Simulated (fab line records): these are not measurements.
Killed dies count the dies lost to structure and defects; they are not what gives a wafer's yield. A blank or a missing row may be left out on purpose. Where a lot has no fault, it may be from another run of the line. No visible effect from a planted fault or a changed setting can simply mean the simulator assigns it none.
What tool caused it? -- flow nand-harc -- Sampling: 12 lots, 36 wafers, 6 of 1302 route steps

## WHAT EACH GAUGE READ, for each wafer
NHARC_P_STI_OVL_MEAS_10. Usual: overlay-x-nm 1 nm, standard deviation 6; overlay-y-nm -1 nm, standard deviation 5.3.
lot,measured,on,overlay-x-nm (nm),overlay-y-nm (nm),flag
L656,day 3 08:11,overlay-01,7 7 7,-10 -11 -11,
L657,day 3 16:40,overlay-01,-3 -4 -4,-3 -3 -3,
L660,day 4 22:15,overlay-02,-5 -5 -5,-6 -5 -5,
L661,day 5 07:02,overlay-02,1 1 1,-9 -9 -9,
L662,day 5 19:11,overlay-01,7 7 7,9 10 10,
L663,day 6 05:56,overlay-02,6 5 5,0 0 0,
L671,day 9 10:01,overlay-01,10 9 9,5 6 6,
L673,day 10 06:31,overlay-02,-10 -10 -11,-5 -6 -6,
L674,day 10 18:06,overlay-01,-3 -3 -3,4 4 4,
L675,day 11 03:17,overlay-02,7 6 7,5 4 4,
L677,day 12 01:23,overlay-01,0 1 1,-3 -3 -4,
L678,day 12 12:02,overlay-02,9 10 9,0 -1 -1,

NHARC_P_GATE_CD_MEAS_46: target cd 720 nm. Usual: cd-nm at 720.5 nm, with a standard deviation of 1.2.
lot,measured,on,cd-nm (nm),flag
L656,day 5 23:54,cd-sem-01,720.9 720.2 720.7,
L657,day 6 06:55,cd-sem-03,720.2 718.1 718.8,
L660,day 7 15:53,cd-sem-03,666.5 667.4 665.7,OFF
L661,day 8 05:01,cd-sem-01,721.7 722.4 722.1,
L662,day 8 18:04,cd-sem-01,719.9 719.4 720.1,
L663,day 9 01:52,cd-sem-03,719.9 722.9 720.5,
L671,day 11 23:28,cd-sem-02,720.3 720.0 720.8,
L673,day 13 00:20,cd-sem-02,720.7 720.5 720.0,
L674,day 13 17:58,cd-sem-03,720.4 719.1 720.5,
L675,day 13 18:47,cd-sem-03,721.8 720.4 720.4,
L677,day 15 02:46,cd-sem-02,719.5 718.2 719.1,
L678,day 15 01:53,cd-sem-01,721.9 719.8 720.7,

NHARC_END_SORT_01. Usual: killed-at-array 55, standard deviation 17; killed-at-other 1.1, standard deviation 1.4; killed-at-periphery 3.9, standard deviation 3; killed-dies 59, standard deviation 17; killed-open 3.5, standard deviation 2; killed-short 2.6, standard deviation 1.6.
lot,measured,on,killed-at-array,killed-at-other,killed-at-periphery,killed-dies,killed-open,killed-short,flag
L660,day 26 11:11,prober-02,45,1,9,55,3,0,

## TOOL THAT RAN EACH LOT (tool first, then ch and the chambers of the sampled wafers, then the start)
lot,NHARC_P_GATE_STRIP_108,NHARC_P_GATE_ALD_36,NHARC_P_GATE_EXPOSE_43
L656,"rie-diel-09 ch 1,2,3, day 5 10:32","ald-sin-02 ch 0,1,2, day 5 15:25","krf-scanner-03 ch 0, day 5 23:46"
L657,"rie-diel-09 ch 0,1,2, day 5 19:46","ald-sin-04 ch 1,2,3, day 5 22:29","krf-scanner-02 ch 0, day 6 06:45"
L660,"rie-diel-07 ch 0,1,3, day 7 04:34","ald-sin-04 ch 0,1,3, day 7 07:25","krf-scanner-01 ch 0, day 7 15:44"
L661,"rie-diel-06 ch 0,2,3, day 7 15:33","ald-sin-03 ch 0,3, day 7 16:17","krf-scanner-02 ch 0, day 8 04:52"
L662,"rie-diel-06 ch 0,1,2, day 8 06:57","ald-sin-02 ch 0,2,3, day 8 07:35","krf-scanner-03 ch 0, day 8 17:55"
L663,"rie-diel-09 ch 1,2, day 8 14:39","ald-sin-04 ch 0,1, day 8 16:21","krf-scanner-01 ch 0, day 9 01:42"
L671,"rie-diel-09 ch 0,1,2, day 11 12:13","ald-sin-02 ch 1,2, day 11 12:50","krf-scanner-01 ch 0, day 11 23:19"
L673,"rie-diel-06 ch 0,1,3, day 12 11:02","ald-sin-04 ch 0,1,2, day 12 11:40","krf-scanner-01 ch 0, day 13 00:10"
L674,"rie-diel-07 ch 1,2,3, day 13 04:42","ald-sin-02 ch 0,3, day 13 06:44","krf-scanner-02 ch 0, day 13 17:48"
L675,"rie-diel-09 ch 1,2,3, day 13 07:38","ald-sin-03 ch 0,1,2, day 13 09:19","krf-scanner-03 ch 0, day 13 18:38"
L677,"rie-diel-06 ch 0,1,2, day 14 15:41","ald-sin-03 ch 1,2,3, day 14 18:24","krf-scanner-02 ch 0, day 15 02:37"
L678,"rie-diel-07 ch 0,2,3, day 14 14:41","ald-sin-02 ch 0,2,3, day 14 15:19","krf-scanner-01 ch 0, day 15 01:44"
- NHARC_P_GATE_STRIP_108: strips in O2.
- NHARC_P_GATE_ALD_36: deposits SiNx, target thk 20 nm, pulse time 60 s, ald cycles 223.
- NHARC_P_GATE_EXPOSE_43: exposes mask P NSD, target cd 720 nm.

## WHAT THE TOOLS THEMSELVES READ (means of the sampled wafers that have a number; where no wafer has one, the mark that the record gives instead)
NHARC_P_GATE_STRIP_108. Usual: drypump-motor-current-A 5.4 A, standard deviation 0.32; oes-product-au 1.002 a.u., standard deviation 0.0073; rf-vpp-V 57.8 V, standard deviation 0.89; showerhead-plenum-p-Torr 3.54 Torr, standard deviation 0.13; throttle-valve-pct 17.036 %, standard deviation 0.0086.
lot,tool,drypump-motor-current-A (A),oes-product-au (a.u.),rf-vpp-V (V),showerhead-plenum-p-Torr (Torr),throttle-valve-pct (%),flag
L656,rie-diel-09,5.3,1.009,57.0,3.49,17.036,
L657,rie-diel-09,5.2,0.995,58.4,3.61,17.042,
L660,rie-diel-07,5.8,1.008,57.8,3.63,17.035,
L661,rie-diel-06,5.5,0.994,58.4,3.60,17.047,
L662,rie-diel-06,5.3,0.997,57.8,3.48,17.034,
L663,rie-diel-09,5.1,1.003,58.4,3.55,17.028,
L671,rie-diel-09,5.2,1.005,58.1,3.60,17.034,
L673,rie-diel-06,5.3,0.998,57.3,3.55,17.030,
L674,rie-diel-07,5.6,1.009,57.8,3.51,17.035,
L675,rie-diel-09,5.3,1.004,57.7,3.49,17.033,
L677,rie-diel-06,5.3,1.004,58.4,3.48,17.039,
L678,rie-diel-07,5.6,1.008,57.6,3.51,17.039,

NHARC_P_GATE_ALD_36. Usual: heater-power-w 832 W, standard deviation 43; precursor-pulse-height-rel 1.002, standard deviation 0.021.
lot,tool,heater-power-w (W),precursor-pulse-height-rel,flag
L656,ald-sin-02,792,0.985,
L657,ald-sin-04,834,1.004,
L660,ald-sin-04,855,1.022,
L661,ald-sin-03,800,1.002,
L662,ald-sin-02,828,0.987,
L663,ald-sin-04,845,1.008,
L671,ald-sin-02,846,1.001,
L673,ald-sin-04,854,1.023,
L674,ald-sin-02,825,0.991,
L675,ald-sin-03,834,0.989,
L677,ald-sin-03,837,1.003,
L678,ald-sin-02,846,1.004,

## THE ANSWER, worked out from the rows above alone
Rule: a lot is off if the mean of its wafers that have a number lies more than 3 standard deviations from the usual mean. Also off: a lot with no number at a reading for which 4 or more lots have one. The other lots that the step has rows for count as sound. Order of review: gauges by route order, followed by the tools' own readings, for which a lot's mean as printed above is used. The first step at which some lot is off is used, and at that step the reading that is off furthest; a lot without a number counts as furthest.
Off: L660 (NHARC_P_GATE_CD_MEAS_46, cd-nm).
A tool fits if, at a process step before that reading, it ran every lot that is off, and no sound lot after the first of them. Those tools and the gauges at NHARC_P_GATE_CD_MEAS_46 are tried in the same way. None of those tried fits.

## WHAT THE SIMULATOR HAD PUT IN
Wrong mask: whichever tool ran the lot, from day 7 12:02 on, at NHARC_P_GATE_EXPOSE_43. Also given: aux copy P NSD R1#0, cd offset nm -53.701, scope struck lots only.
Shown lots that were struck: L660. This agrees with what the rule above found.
